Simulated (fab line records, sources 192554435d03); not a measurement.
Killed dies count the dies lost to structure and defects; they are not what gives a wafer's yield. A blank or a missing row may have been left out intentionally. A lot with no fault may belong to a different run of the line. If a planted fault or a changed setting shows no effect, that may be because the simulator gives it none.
3 desks looking at one fault / flow n5-finfet / what lay behind the numbers comes last; until then each desk has only its own

== TOOL OWNER'S DESK, rie-diel-05 ==
The tool's own readings at N5_HKMG_FIN_ETCH_55 (etches SOC in N2/H2, target depth 240 nm, time 300 s): means of the sampled wafers that have a number, for each lot that ran on this tool. A lot is out of limits, marked OUT, if its mean lies more than 4 standard deviations from the usual mean; the brackets give that distance.
Columns: A = drypump-motor-current-A at N5_HKMG_FIN_ETCH_55, usual 5.8 A; B = oes-product-au at N5_HKMG_FIN_ETCH_55, usual 0.76 a.u.; C = rf-vpp-V at N5_HKMG_FIN_ETCH_55, usual 524.8 V; D = showerhead-plenum-p-Torr at N5_HKMG_FIN_ETCH_55, usual 2.57 Torr; E = throttle-valve-pct at N5_HKMG_FIN_ETCH_55, usual 17.80 %
lot=L320; first seen here=day 7 20:47; A=5.6; B=0.90; C=524.1; D=2.55; E=18.01
lot=L321; first seen here=day 8 01:40; A=5.6; B=0.90; C=524.7; D=2.55; E=18.01
This desk found nothing out of limits on any of the 2 lots.

== METROLOGY DESK ==
What the gauges read for every lot (on any tool): the sampled wafers with a number, averaged. A lot is out of limits, marked OUT, if its mean lies more than 4 standard deviations from the usual mean; the brackets give that distance. Shown here are 7 of its 12 readings, the ones lying furthest out on some lot.
Columns: A = cd-nm at N5_HKMG_FIN_CD_MEAS_49, usual 202.0 nm; B = NDIPOLE_OVL at N5_HKMG_FIN_OVL_MEAS_50, usual -0.3 nm; C = DIBL_N at N5_BEOL_M4_RC_MEAS_101, usual 36.3 mV/V; D = IOFF_N at N5_BEOL_M4_RC_MEAS_101, usual 0.155 nA/um; E = SS_N at N5_BEOL_M4_RC_MEAS_101, usual 71.5 mV/dec; F = SS_P at N5_BEOL_M4_RC_MEAS_101, usual 73.1 mV/dec; G = VT_N at N5_BEOL_M4_RC_MEAS_101, usual 250.2 mV
lot=L310; first seen here=day 5 07:22; A=202.3; B=-1.6; C=36.3; D=0.162; E=71.1; F=73.0; G=248.8
lot=L311; first seen here=day 5 16:56; A=201.1; B=0.3; C=38.5; D=0.181; E=72.6; F=73.5; G=248.9
lot=L320; first seen here=day 7 20:33; A=201.9; B=-0.0; C=39.1; D=0.174; E=72.2; F=74.2; G=248.5
lot=L321; first seen here=day 8 01:29; A=202.5; B=-0.5; C=34.9; D=0.140; E=71.8; F=72.9; G=253.4
lot=L325; first seen here=day 9 03:44; A=201.3; B=-0.7; C=37.0; D=0.159; E=72.0; F=73.4; G=250.5
lot=L328; first seen here=day 9 16:21; A=202.8; B=-1.6; C=36.0; D=0.148; E=71.4; F=72.3; G=251.6
This desk found nothing out of limits on any of the 6 lots.

== THE DEFECT DESK ==
Per lot, the means of the sampled wafers with a number show what the inspections along the route counted. A lot is out of limits, marked OUT, if its mean lies more than 4 standard deviations from the usual mean; the brackets give that distance.
Columns: A = raw-defect-count at N5_HKMG_FIN_INSPECT_61, usual 2.4
lot=L310; first seen here=day 5 07:26; A=1.7
lot=L311; first seen here=day 5 17:00; A=1.0
lot=L320; first seen here=day 7 20:36; A=2.7
lot=L321; first seen here=day 8 01:32; A=1.3
lot=L325; first seen here=day 9 03:47; A=3.0
lot=L328; first seen here=day 9 16:24; A=2.0
This desk found nothing out of limits on any of the 6 lots.

== PUT TOGETHER ==
The tool owner's desk saw nothing out of limits.
At the metrology desk, nothing out of limits was observed.
Nothing the defect desk looked at was out of limits.

== WHAT THE SIMULATOR HAD PUT IN ==
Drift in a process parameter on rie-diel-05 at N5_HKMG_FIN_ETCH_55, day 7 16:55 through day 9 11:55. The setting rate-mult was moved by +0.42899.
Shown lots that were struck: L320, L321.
